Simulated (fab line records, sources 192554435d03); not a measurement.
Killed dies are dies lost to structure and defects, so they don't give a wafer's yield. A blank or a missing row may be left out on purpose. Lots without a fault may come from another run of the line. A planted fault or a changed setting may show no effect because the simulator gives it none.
A struck lot beside a sound one | flow n5_finfet | 35 steps out of a route of 1938
Sound: wafers L251.1, L251.3, L251.6. Struck: wafers L238.2, L238.3, L238.6. The cause comes at the end.
At each step with rows: each side's tool, then ch and its chambers, then its first start. Under that, the readings that differ: sound wafers | struck wafers | difference of the means | sigmas: that difference in standard deviations of wafers without a fault.
alike: readings whose means differ by less than 2 such deviations, and words and numbers that are the same on both sides. not compared: withheld readings, readings that some wafer has no value for, bounds like >300 that may hide the same value, and numbers for which the record gives no deviation and whose values overlap.
The two part at a step that has a row with sigmas, a row that says differs or no value, or rows on one side only. Numbers that don't overlap but have no deviation are shown without sigmas and don't part them. A reading that every wafer of one side lacks parts them only if that side has two wafers or more.

first, 11 steps without rows for these wafers: N5_BEOL_M15_STRIP_36 (strips in O2); N5_BEOL_M15_STRIP_62 (strips in O2); N5_BEOL_M15_STRIP_37 (strips in O2); N5_BEOL_M15_ETCH_38 (etches SiCN in CF4/N2, target depth 106.4 nm, time 120.5 s); N5_BEOL_M15_PRECLEAN_39 (cleans in residue remover, time 60 s); N5_BEOL_M15_SRD_40 (time 30 s, dry time 30 s); N5_BEOL_M15_DEGAS_41 (time 60 s); N5_BEOL_M15_PRE_CLEAN_42 (time 30 s); N5_BEOL_M15_SPUTTER_43 (material TaN, target thk 15 nm, time 24.19 s); N5_BEOL_M15_SPUTTER_44 (material Ta, target thk 15 nm, time 24.19 s); N5_BEOL_M15_SPUTTER_45 (material Cu, target thk 100 nm, time 16.67 s).
N5_BEOL_M15_ECD_47: material Cu, target thk 1860 nm.
  sound on ecd_cu-01 ch 0,1, day 17 08:30; struck on ecd_cu-02 ch 0,1, day 14 14:13
then, 22 steps without rows for these wafers: N5_BEOL_M15_ANNEAL_48 (time 90 s); N5_BEOL_M15_CMP_49 (polishes, stops on SiO2, t overpolish 4.9 s, target thk 850 nm); N5_BEOL_M15_PRE_CLEAN_52 (time 15 s); N5_BEOL_M15_DEP_53 (deposits SiCN from 3MS/NH3, target thk 50 nm, time 17.8 s); N5_PASSIVATION_PECVD_00 (deposits SiO2 from SiH4/N2O, target thk 200 nm, time 11.2 s); N5_MIM_BOT_DEGAS_01 (time 60 s); N5_MIM_BOT_SPUTTER_00 (material TiN, target thk 35 nm, time 89.7 s); N5_MIM_TOP_ALD_00 (deposits Al2O3, purge time 3 s, co reactant pulse time 3 s); N5_MIM_TOP_ALD_01 (deposits HfO2, target thk 5.6 nm, pulse time 1 s, purge time 3 s); N5_MIM_TOP_ALD_02 (deposits Al2O3, purge time 3 s, co reactant pulse time 3 s); N5_MIM_TOP_DEGAS_04 (time 60 s); N5_MIM_TOP_SPUTTER_03 (material TiN, target thk 35 nm, time 89.7 s); N5_MIM_TOP_LITHO_HMDS_01 (time 60 s); N5_MIM_TOP_LITHO_COAT_02; N5_MIM_TOP_LITHO_EBR_04; N5_MIM_TOP_LITHO_SOFTBAKE_03 (time 90 s); N5_MIM_TOP_LITHO_EXPOSE_05 (exposes mask MIM TOP, target cd 2000 nm); N5_MIM_TOP_LITHO_PEB_06; N5_MIM_TOP_LITHO_DEVELOP_07 (develop time 60 s); N5_MIM_TOP_LITHO_HARDBAKE_09 (time 120 s); N5_MIM_TOP_LITHO_DESCUM_10 (chemistry O2, time 7.9 s); N5_MIM_TOP_ETCH_ETCH_00 (etches TiN in Cl2/BCl3, target depth 38.5 nm).
N5_PASSIVATION_PROBE_49:
  the record has rows for the struck wafers here (prober-01, day 15 09:06) and none for the sound ones

WHERE THEY PART
Only at N5_PASSIVATION_PROBE_49, within this record.

WHY: what the simulator had put in
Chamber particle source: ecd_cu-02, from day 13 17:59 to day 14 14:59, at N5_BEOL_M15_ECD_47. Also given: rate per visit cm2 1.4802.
